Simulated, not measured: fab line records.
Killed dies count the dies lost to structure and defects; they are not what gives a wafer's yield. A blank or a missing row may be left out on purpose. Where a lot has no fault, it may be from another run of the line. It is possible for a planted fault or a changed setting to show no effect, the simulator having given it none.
fab line records    flow nandHarc
[record] lots = 5  wafers = 15  lastDay = 34
route steps=1302 shown P_STI@107 P_GATE@110
lots with no fault: from the same line, run without faults
startH: the number of hours between the record's first day and the start of the first shown wafer of the lot    waitH: hours from the lot's prior step to this one    " unchanged from the row above    L1.1+2: several wafers, shown together as one row    - either no value or no given start    * or withheld: withheld    < > ~ a bound
route shown NAME@n: names a module that has steps shown in the file, with the first one's number in the route    usual: the fault-free wafers' mean and standard deviation    same: alike in all rows    chamber/n: place in a boat    sites: per-site readings    _std_site: how widely they spread, as a standard deviation    _edge_site: mean of outer sites minus mean of inner sites    radiusMm: how far each site lies from the wafer's centre    mask NAME#n: copy n    behind: the tool/chamber that last shaped the wafer    hold: why the lot was held/for how many hours/how that ended    device: names the non-switching transistor (n, p or np)    end of line: tests of these same wafers at the route's end    for a step that has no rows: nothing shown but its recipe    killed: dies lost to structure and defects at the first sort, not the wafer's yield    map: dies across one wafer; x = killed, . = not, _ = none there
set.NAME: the setting that was run; set.NAME@STEP: the one run at that earlier step    model.NAME: the simulator's own value behind a step, which no gauge read
a table for each step, a row for each wafer; lots at some steps of the route
services: the hour from which a tool's chamber was out of use, counted from the record's first day as startH (under 0 if before that day), plus the number of hours and why
[[steps]]
[step NHARC_P_STI_SRD_39]
[step NHARC_P_STI_OXIDE_40]
[recipe] targetThkA = 100  tempC = 900  oxTimeS = 1362  material = SiO2
[step NHARC_P_STI_INSPECT_25]
[usual] rawDefectCount = 231/81
lot.wafer  tool              chamber  startH  waitH  rawDefectCount
L969.3     defectInspect-02  -        132.11  0.4    195
L969.4     "                 -        "       "      145
L969.5     "                 -        "       "      195
L970.1     defectInspect-01  -        138.41  0.4    196
L970.4     "                 -        "       "      154
L970.6     "                 -        "       "      144
L977.4     defectInspect-01  -        218.47  0.4    246
L977.5     "                 -        "       "      279
L977.6     "                 -        "       "      258
L985.1     defectInspect-02  -        294.55  0.4    280
L985.2     "                 -        "       "      228
L985.6     "                 -        "       "      223
L986.2     defectInspect-01  -        312.54  0.4    237
L986.3     "                 -        "       "      205
L986.4     "                 -        "       "      418
[step NHARC_P_GATE_ETCH_69]
[recipe] targetDepthA = 140  chemistry = dHF  material = SiO2
[step NHARC_P_GATE_PRECLEAN_70]
[recipe] timeS = *  tempC = 50  bathAgeMin = 0  chemistry = SC1
[step NHARC_P_GATE_SRD_01]
[step NHARC_P_GATE_OXIDE_02]
[recipe] targetThkA = 375  tempC = 950  pH2oTorr = 720  oxTimeS = 365  material = SiO2
[step NHARC_P_GATE_DEHYDRATE_03]
[recipe] tempC = 150  timeS = 120
[step NHARC_P_GATE_HMDS_04]
[recipe] timeS = 30
[step NHARC_P_GATE_COAT_05]
[recipe] spinRpm = 4690
[step NHARC_P_GATE_SOFTBAKE_06]
[recipe] tempC = 122  timeS = 95
[step NHARC_P_GATE_EBR_07]
[step NHARC_P_GATE_EXPOSE_08]
[recipe] na = 0.6  doseMj = 16.75  maskId = P_HV
lot.wafer   tool           chamber  startH  waitH  mask
L969.3+4+5  krfScanner-02  0        142.34  -      P_HV#0
L970.1+4+6  krfScanner-01  0        146.98  -      P_HV#0
L977.4+5+6  krfScanner-02  0        226.71  -      P_PSD#0
L985.1+2+6  krfScanner-02  0        302.59  -      P_HV#0
L986.2+3+4  krfScanner-01  0        321.10  -      P_HV#0
[step NHARC_P_GATE_PEB_09]
[recipe] pebTempC = 118  pebTimeS = 85
[step NHARC_P_GATE_DEVELOP_10]
[recipe] timeS = 70
[step NHARC_P_GATE_CD_MEAS_11]
[recipe] targetCdNm = 1640  landingEnergyEv = 500
[usual] cdNm = 1640.3/1.7
lot.wafer  tool      chamber  startH  waitH  cdNm
L969.3     cdSem-01  0        142.49  -      1639.7
L969.4     "         0        "       "      1640.0
L969.5     "         0        "       "      1644.2
L970.1     cdSem-01  0        147.14  -      1637.4
L970.4     "         0        "       "      1638.6
L970.6     "         0        "       "      1637.9
L977.4     cdSem-02  0        226.86  -      -
L977.5     "         0        "       "      -
L977.6     "         0        "       "      -
L985.1     cdSem-03  0        302.75  -      1640.2
L985.2     "         0        "       "      1641.6
L985.6     "         0        "       "      1637.8
L986.2     cdSem-01  0        321.25  -      1642.1
L986.3     "         0        "       "      1637.7
L986.4     "         0        "       "      1638.5
[step NHARC_P_GATE_HARDBAKE_12]
[recipe] tempC = 125  timeS = 80
[[services]]
tool           chamber  startH  hours  kind
krfScanner-01  -        140.00  4.0    pm
krfScanner-01  -        146.47  0.2    repair
krfScanner-01  -        208.21  15.4   repair
krfScanner-02  -        263.45  5.3    repair
krfScanner-02  -        268.76  4.0    pm
krfScanner-02  -        292.47  1.3    repair
krfScanner-01  -        312.00  4.0    pm
[[key]]
[firstSign] step = NHARC_P_GATE_EXPOSE_08  reading = mask  direction = changed
[effect] step = NHARC_P_GATE_CD_MEAS_11  reading = cdNm  direction = missing
metAt NHARC_P_GATE_EXPOSE_08
struckWafers L977.4,L977.5,L977.6
laterRowsLeftOut L977.4,L977.5,L977.6
sortLeftOut L977.4,L977.5,L977.6
testerLeftOut L977
onsetBetween 142.34 226.71
[fault] kind = wrongMask  tool = any  chamber = -  onsetH = 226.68  steps = NHARC_P_GATE_EXPOSE_08  auxCopy = P_PSD#0  scope = struckLotsOnly
// testerLeftOut: of these lots the tester's yield and bins aren't shown, on N5 and GAA mostly nor the transistor test; their killed dies are dies lost to structure and defects alone, not to doping, threshold or leakage, so they don't give the yield
// sortLeftOut: the simulated sort isn't trusted on such a fault, so these wafers' sort isn't shown, and their yield isn't known
// laterRowsLeftOut: the simulator's readings of these wafers behind a module that went badly wrong aren't trusted and aren't shown, but for the sort
